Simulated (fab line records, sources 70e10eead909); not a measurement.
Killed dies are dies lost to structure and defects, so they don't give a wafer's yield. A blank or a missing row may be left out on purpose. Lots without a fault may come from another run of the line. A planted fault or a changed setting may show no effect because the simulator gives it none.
Chamber matching | flow nand_harc | NHARC_A_CHANNEL_HOLE_D2_DESCUM_15 on rie_diel-12: 4 sister chambers
The step chemistry O2, time 3 s. 18 wafers are shown with their chamber, then 9 later ones without.

WAFERS WITH THEIR CHAMBER
wafer  | chamber | oes_product_au (a.u.) | rf_vpp_V (V) | chamber_pressure_mTorr (mTorr)
L075.2 | 1       | 1.030                 | 57.9         | 59.98
L075.4 | 2       | 0.994                 | 58.2         | 60.02
L075.5 | 0       | 1.032                 | 59.5         | 60.03
L077.2 | 1       | 1.024                 | 59.7         | 60.01
L077.3 | 3       | 1.004                 | 57.3         | 60.05
L077.5 | 2       | 0.997                 | 58.7         | 59.91
L079.1 | 3       | 1.008                 | 57.8         | 60.07
L079.3 | 2       | 0.974                 | 58.2         | 60.05
L079.4 | 1       | 1.015                 | 59.6         | 60.14
L083.2 | 0       | 1.012                 | 57.2         | 60.00
L083.4 | 2       | 0.990                 | 57.7         | 60.04
L083.6 | 2       | 0.992                 | 55.8         | 59.93
L088.1 | 0       | 1.027                 | 59.3         | 59.98
L088.4 | 2       | 1.000                 | 56.6         | 60.05
L088.5 | 0       | 1.019                 | 57.1         | 59.95
L089.1 | 3       | 0.994                 | 58.3         | 60.03
L089.3 | 2       | 0.987                 | 58.2         | 59.97
L089.6 | 3       | 1.004                 | 57.4         | 60.01

SIGNATURES (means of the wafers above)
reading                | chamber 0 | chamber 1 | chamber 2 | chamber 3 | scatter within a chamber
oes_product_au         | 1.02250   | 1.02300   | 0.99057   | 1.00250   | 0.00795
rf_vpp_V               | 58.275    | 59.067    | 57.629    | 57.700    | 1.01
chamber_pressure_mTorr | 59.9900   | 60.0433   | 59.9957   | 60.0400   | 0.0539
Rule: a wafer's distance from a chamber is the root of the sum, over the readings, of the square of ((its reading less the chamber's mean) divided by the reading's scatter). The wafer belongs to the nearest chamber; if the next one is less than 2 further off, it can't be placed. The scatter: the root of (the sum of the squares of (reading less its chamber's mean) over the shown wafers, divided by (wafers less chambers)).

WAFERS WITHOUT THEIR CHAMBER
wafer  | oes_product_au (a.u.) | rf_vpp_V (V) | chamber_pressure_mTorr (mTorr)
L092.1 | 1.019                 | 56.9         | 60.04
L092.3 | 0.999                 | 56.9         | 59.96
L092.6 | 1.011                 | 57.5         | 60.03
L093.3 | 1.006                 | 56.5         | 59.89
L093.4 | 1.015                 | 57.2         | 60.00
L093.5 | 1.014                 | 57.9         | 59.93
L094.1 | 0.996                 | 58.6         | 60.13
L094.2 | 0.998                 | 57.9         | 59.96
L094.5 | 0.997                 | 56.4         | 60.05

WHICH CHAMBER EACH WENT THROUGH
wafer  | from the rows above               | in truth
L092.1 | can't be placed: 0 or 1 or 3      | 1
L092.3 | can't be placed: 2 or 3 or 0      | 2
L092.6 | can't be placed: 3 or 0 or 1 or 2 | 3
L093.3 | can't be placed: 2 or 3 or 0 or 1 | 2
L093.4 | can't be placed: 0 or 3 or 1 or 2 | 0
L093.5 | can't be placed: 0 or 3 or 1 or 2 | 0
L094.1 | can't be placed: 3 or 2 or 1      | 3
L094.2 | can't be placed: 2 or 3 or 0      | 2
L094.5 | can't be placed: 3 or 2           | 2
Placed correctly: 0 of 9. Can't be placed from these rows: 9 (the true chamber is among the candidates in 9). Placed wrongly: 0.
